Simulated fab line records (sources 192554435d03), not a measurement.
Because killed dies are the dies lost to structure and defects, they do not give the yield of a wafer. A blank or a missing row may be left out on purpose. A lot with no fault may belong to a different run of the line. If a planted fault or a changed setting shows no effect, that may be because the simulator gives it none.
Lot-split experiment / flow n5-finfet / on a route of 1938 steps: 7 lots, 21 wafers read

THE SPLIT ITSELF
At N5_SD_EPI_N_EPI_21 (deposits Si:P, time 690 s), the setting epi-growth-time-s was moved away from the recipe's 690 s on 5 of the 21 wafers read, by +2.7% to +7.5%. For the rest of the wafers, this setting stayed at what the recipe calls for.

FROM THE SPLIT TO THE READING: what the file shows between them, 2 steps
- N5_SD_EPI_N_PRECLEAN_24: cleans in O3/DIW, time 60 s
- N5_SD_EPI_P_EPI_21: deposits SiGe:B, time 355 s

THE READING
Si-P_of_SD_EPI_N_EPI_21.thk-nm (the simulator's own value, which no gauge read), in nm, at N5_SD_EPI_P_HM_STRIP_48 (strips SiNx in H3PO4, material SiNx, target depth 3 nm). The file does not state a usual value for it. Here, 16 wafers ran the recipe; their average is 58.1 nm with a standard deviation of 0.59 nm.

wafer=L075.1; tool, chamber at the split=epi-rpcvd-03, 0; epi-growth-time-s as run, s=690; against the recipe=recipe; Si-P_of_SD_EPI_N_EPI_21.thk-nm, nm=56.8; against lot-mates on the recipe=-
wafer=L075.2; tool, chamber at the split=epi-rpcvd-03, 0; epi-growth-time-s as run, s=690; against the recipe=recipe; Si-P_of_SD_EPI_N_EPI_21.thk-nm, nm=58.8; against lot-mates on the recipe=-
wafer=L075.3; tool, chamber at the split=epi-rpcvd-03, 0; epi-growth-time-s as run, s=729.2; against the recipe=+5.7%; Si-P_of_SD_EPI_N_EPI_21.thk-nm, nm=60; against lot-mates on the recipe=+2.2
wafer=L076.2; tool, chamber at the split=epi-rpcvd-03, 0; epi-growth-time-s as run, s=690; against the recipe=recipe; Si-P_of_SD_EPI_N_EPI_21.thk-nm, nm=57.6; against lot-mates on the recipe=-
wafer=L076.6; tool, chamber at the split=epi-rpcvd-03, 0; epi-growth-time-s as run, s=690; against the recipe=recipe; Si-P_of_SD_EPI_N_EPI_21.thk-nm, nm=57.6; against lot-mates on the recipe=-
wafer=L076.4; tool, chamber at the split=epi-rpcvd-03, 0; epi-growth-time-s as run, s=741.6; against the recipe=+7.5%; Si-P_of_SD_EPI_N_EPI_21.thk-nm, nm=60; against lot-mates on the recipe=+2.4
wafer=L081.2; tool, chamber at the split=epi-rpcvd-01, 0; epi-growth-time-s as run, s=690; against the recipe=recipe; Si-P_of_SD_EPI_N_EPI_21.thk-nm, nm=58.6; against lot-mates on the recipe=-
wafer=L081.3; tool, chamber at the split=epi-rpcvd-01, 0; epi-growth-time-s as run, s=690; against the recipe=recipe; Si-P_of_SD_EPI_N_EPI_21.thk-nm, nm=57.6; against lot-mates on the recipe=-
wafer=L081.6; tool, chamber at the split=epi-rpcvd-01, 0; epi-growth-time-s as run, s=690; against the recipe=recipe; Si-P_of_SD_EPI_N_EPI_21.thk-nm, nm=58; against lot-mates on the recipe=-
wafer=L086.1; tool, chamber at the split=epi-rpcvd-03, 0; epi-growth-time-s as run, s=710.4; against the recipe=+3.0%; Si-P_of_SD_EPI_N_EPI_21.thk-nm, nm=59.4; against lot-mates on the recipe=+1.0
wafer=L086.5; tool, chamber at the split=epi-rpcvd-03, 0; epi-growth-time-s as run, s=710.4; against the recipe=+3.0%; Si-P_of_SD_EPI_N_EPI_21.thk-nm, nm=59.4; against lot-mates on the recipe=+1.0
wafer=L086.3; tool, chamber at the split=epi-rpcvd-03, 0; epi-growth-time-s as run, s=690; against the recipe=recipe; Si-P_of_SD_EPI_N_EPI_21.thk-nm, nm=58.4; against lot-mates on the recipe=-
wafer=L087.3; tool, chamber at the split=epi-rpcvd-01, 0; epi-growth-time-s as run, s=690; against the recipe=recipe; Si-P_of_SD_EPI_N_EPI_21.thk-nm, nm=57.8; against lot-mates on the recipe=-
wafer=L087.5; tool, chamber at the split=epi-rpcvd-01, 0; epi-growth-time-s as run, s=690; against the recipe=recipe; Si-P_of_SD_EPI_N_EPI_21.thk-nm, nm=57.8; against lot-mates on the recipe=-
wafer=L087.4; tool, chamber at the split=epi-rpcvd-01, 0; epi-growth-time-s as run, s=690; against the recipe=recipe; Si-P_of_SD_EPI_N_EPI_21.thk-nm, nm=58.4; against lot-mates on the recipe=-
wafer=L091.2; tool, chamber at the split=epi-rpcvd-02, 0; epi-growth-time-s as run, s=690; against the recipe=recipe; Si-P_of_SD_EPI_N_EPI_21.thk-nm, nm=58.8; against lot-mates on the recipe=-
wafer=L091.3; tool, chamber at the split=epi-rpcvd-02, 0; epi-growth-time-s as run, s=708.9; against the recipe=+2.7%; Si-P_of_SD_EPI_N_EPI_21.thk-nm, nm=60.2; against lot-mates on the recipe=+1.2
wafer=L091.4; tool, chamber at the split=epi-rpcvd-02, 0; epi-growth-time-s as run, s=690; against the recipe=recipe; Si-P_of_SD_EPI_N_EPI_21.thk-nm, nm=59.2; against lot-mates on the recipe=-
wafer=L092.1; tool, chamber at the split=epi-rpcvd-01, 0; epi-growth-time-s as run, s=690; against the recipe=recipe; Si-P_of_SD_EPI_N_EPI_21.thk-nm, nm=58.4; against lot-mates on the recipe=-
wafer=L092.4; tool, chamber at the split=epi-rpcvd-01, 0; epi-growth-time-s as run, s=690; against the recipe=recipe; Si-P_of_SD_EPI_N_EPI_21.thk-nm, nm=57.8; against lot-mates on the recipe=-
wafer=L092.6; tool, chamber at the split=epi-rpcvd-01, 0; epi-growth-time-s as run, s=690; against the recipe=recipe; Si-P_of_SD_EPI_N_EPI_21.thk-nm, nm=58.6; against lot-mates on the recipe=-

THE FIT
A straight line over all 21 wafers: Si-P_of_SD_EPI_N_EPI_21.thk-nm changes by +0.32 nm for each +1% of epi-growth-time-s; r = +0.74; the points scatter about the line by 0.63 nm.
The same after taking each lot's own level away (the mean of its wafers on the recipe; 21 wafers): +0.348 nm for each +1%; r = +0.88; scatter 0.42 nm.
The reading moves by 2.6 nm for the largest change in epi-growth-time-s, on that fit.
Measured against the standard deviation above, the lots' own levels, which go from 57.60 to 59.00 nm, span 2.4 times it.
So the lot-to-lot level blurs the effect unless lot-mates are compared.
Check: +2.84 nm against its lot-mates is what the line predicts for one of the wafers moved furthest among these (+7.5%) when that wafer is left out of the fit. It came out at +2.4 nm against them.

THE FILE'S OWN FIT
Si-P_of_SD_EPI_N_EPI_21.thk-nm changes by +0.351 nm for each +1% of epi-growth-time-s, r = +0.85.
